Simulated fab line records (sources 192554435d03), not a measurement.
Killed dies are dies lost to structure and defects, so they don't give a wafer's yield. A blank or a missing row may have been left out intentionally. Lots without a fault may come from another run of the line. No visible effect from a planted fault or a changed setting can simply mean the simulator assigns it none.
Comparing a struck lot with a sound one || flow n5Finfet || 42 out of 1938 route steps
Sound: wafers L749.1, L749.5, L749.6. Struck: wafer L765.5 (L765.1, L765.6, from the same lot, were not struck and are left out); the cause is given at the end.
At each step with rows: each side's tool, then ch and its chambers, then its first start. Under that, the readings that differ: sound wafers || struck wafers || difference of the means || sigmas: that difference in standard deviations of wafers without a fault.
alike: a reading whose means differ by less than 2 such deviations, as well as words and numbers matching on both sides. not compared: withheld readings; readings where some wafer has no value; bounds like >300 that might hide an equal value; numbers whose values overlap and for which the record gives no deviation.
The two part at a step that has a row with sigmas, a row that says differs or no value, or rows on one side only. When numbers do not overlap yet have no deviation, they are printed without sigmas and do not part them. A reading that every wafer of one side lacks parts them only if that side has two wafers or more.

first, 11 steps without rows for these wafers: N5_GATE_CUT_ETCHBACK_00 (etches W in SF6/Cl2); N5_GATE_CUT_ETCH_56 (etches TiN in Cl2/Ar, target depth 21.6 nm); N5_GATE_CUT_ETCHBACK_30 (etches TiN in Cl2/Ar, target depth 3 nm); N5_GATE_CUT_VAPOR_ETCH_60 (etches HfO2 in BCl3/Cl2); N5_GATE_CUT_ETCH_58 (etches SiNx in CH3F/O2, target depth 17 nm, time 128.6 s); N5_GATE_CUT_STRIP_59 (strips in N2/H2, time 20 s); N5_GATE_CUT_PRECLEAN_31 (cleans in DIW, time 300 s); N5_GATE_CUT_SRD_32 (time 30 s); N5_GATE_CUT_SAC_CAP_01 (material SiNx, target thk 24 nm, pulse time 1 s, ald cycles 480); N5_GATE_CUT_PECVD_57 (deposits SiNx from SiH4/NH3/N2, target thk 21 nm); N5_GATE_CUT_CMP_02 (polishes, stops on SiO2, t overpolish 12.7 s, target thk 0 nm).
N5_GATE_CUT_HM_DEP_46: deposits SiO2 from TEOS/O2, target thk 130 nm, time 26.6 s.
  sound on pecvd-03 ch 0,1,2, day 5 06:08; struck on pecvd-01 ch 1, day 9 06:01
{"reading": "model.SiO2_of_GATE_CUT_HM_DEP_46.thkNm (nm)", "sound": "130.2 132.2 133.6", "struck": 40, "difference": -92, "sigmas": ""}
  alike: chamberPressureTorr, heaterPowerW, showerheadPlenumPTorr, showerheadVppV, throttleValvePct
then, 15 steps without rows for these wafers: N5_GATE_CUT_COAT_34 (time 60 s, resist thk 60 nm); N5_GATE_CUT_COAT_35 (time 60 s, resist thk 10 nm); N5_GATE_CUT_COAT_27 (time 60 s, resist thk 10 nm); N5_GATE_CUT_COAT_07 (resist thk 30 nm); N5_GATE_CUT_EBR_09; N5_GATE_CUT_SOFTBAKE_08 (time 60 s); N5_GATE_CUT_EXPOSE_10 (exposes mask GATE CUT, target cd 20 nm); N5_GATE_CUT_PEB_11 (peb time 60 s); N5_GATE_CUT_DEVELOP_12 (develop time 30 s); N5_GATE_CUT_DESCUM_18 (chemistry O2, time 7 s); N5_GATE_CUT_ETCH_28 (etches underlayer in N2/H2, target depth 13 nm, time 10.4 s); N5_GATE_CUT_ETCH_36 (etches SiARC in CF4, target depth 13 nm, time 21.7 s); N5_GATE_CUT_ETCH_37 (etches SOC in N2/H2, target depth 60 nm, overetch 12 nm, time 90 s); N5_GATE_CUT_STRIP_38 (strips in N2/H2); N5_GATE_CUT_STRIP_39 (strips in N2/H2).
N5_GATE_CUT_HM_OPEN_40: chemistry C4F6/O2, target SiO2, target depth 139 nm, time 85.1 s.
  sound on rieDiel-05 ch 0,1, day 5 06:45; struck on rieDiel-05 ch 1, day 9 06:39
{"reading": "etchRfOnTimeS (s)", "sound": "94.3 97.2 96.4", "struck": 28.4, "difference": -67.6, "sigmas": -40}
{"reading": "model.etch.depthNm (nm)", "sound": "130.1 132.3 133.6", "struck": 40.05, "difference": -91.95, "sigmas": ""}
{"reading": "model.SOC_of_GATE_CUT_COAT_34.thkNm (nm)", "sound": "32.4 32.2 31.6", "struck": 51.8, "difference": "+19.7", "sigmas": ""}
{"reading": "model.GATE_CUT.cdNm (nm)", "sound": "19.8 20.2 19.8", "struck": 19.6, "difference": -0.3, "sigmas": ""}
  alike: chamberPressureMTorr, drypumpMotorCurrentA, oesProductAu, rfVppV, showerheadPlenumPTorr, throttleValvePct
  not compared: rfHoursCounterH
then, 6 steps without rows for these wafers: N5_GATE_CUT_STRIP_41 (strips in CF4); N5_GATE_CUT_STRIP_42 (strips in O2); N5_GATE_CUT_ETCH_19 (etches SiNx in CH3F/O2, target depth 53.7 nm, time 76.7 s); N5_GATE_CUT_CUT_ETCH_53 (etches W in SF6/Cl2, target depth 79.2 nm); N5_GATE_CUT_CUT_ETCH_54 (etches TiN in Cl2/BCl3, target depth 96.7 nm); N5_GATE_CUT_CUT_ETCH_55 (etches HfO2 in BCl3, target depth 3.2 nm).
N5_GATE_CUT_ETCH_47: etches SiO2 in Cl2/BCl3, target depth 10 nm.
  sound on rieMetal-01 ch 0,1, day 5 07:08; struck on rieMetal-03 ch 1, day 9 07:02
{"reading": "throttleValvePct (%)", "sound": "23.05 23.26 23.05", "struck": 22.66, "difference": -0.46, "sigmas": -2}
{"reading": "model.GATE_CUT.cdNm (nm)", "sound": "20 20 20.2", "struck": 19.4, "difference": -0.7, "sigmas": ""}
  alike: chamberPressureMTorr, drypumpMotorCurrentA, oesProductAu
  not compared: rfHoursCounterH
then, 3 steps without rows for these wafers: N5_GATE_CUT_VAPOR_ETCH_48 (etches TiN in BCl3/Cl2); N5_GATE_CUT_VAPOR_ETCH_49 (etches TiAlC in BCl3/Cl2); N5_GATE_CUT_VAPOR_ETCH_51 (etches HfO2 in BCl3/Cl2).
N5_GATE_CUT_THK_MEAS_24:
  struck on filmMetro-01, day 9 09:06; sound on filmMetro-01, day 5 09:13
{"reading": "GC_FILL_THK (nm)", "sound": "221.1 223.0 223.7", "struck": 128.6, "difference": -94.0, "sigmas": -47}
N5_GATE_CUT_CMP_43: polishes SiO2.
  sound on cmp-02 ch 0,3, day 5 09:20; struck on cmp-04 ch 2, day 9 09:08
{"reading": "model.SiO2_of_GATE_CUT_HM_DEP_46.thkNm (nm)", "sound": "5 5.2 5.2", "struck": 0.6, "difference": -4.5, "sigmas": ""}
  alike: motorCurrentA
-- here the record skips 3 days between the struck wafers' starts before and after, leaving off in module GATE_CUT and picking up in module BEOL_M4 (first step shown: number 1111 of the route) --
N5_BEOL_M4_RC_MEAS_101:
  sound on prober-02 ch 0, day 8 06:16; struck on prober-01 ch 0, day 12 12:47
{"reading": "SS_P (mV/dec)", "sound": "73.8 74.4 73.6", "struck": 72.6, "difference": -1.3, "sigmas": -2}
  alike: DIBL_N, DIBL_P, IOFF_N, IOFF_P, ION_N, ION_P, SS_N, VT_N, VT_P
-- record jumps: 4 days separate the struck wafers' starts on either side; left off in module BEOL_M4, taken up again in module PASSIVATION, whose first shown step is the route's number 1936 --
N5_PASSIVATION_PROBE_49:
  the record has rows for the struck wafers here (prober-02, day 16 10:14) and none for the sound ones

== WHERE THEY PART ==
At N5_GATE_CUT_HM_OPEN_40 first; at N5_PASSIVATION_PROBE_49 last (within this record only).

WHY: the cause the simulator had injected
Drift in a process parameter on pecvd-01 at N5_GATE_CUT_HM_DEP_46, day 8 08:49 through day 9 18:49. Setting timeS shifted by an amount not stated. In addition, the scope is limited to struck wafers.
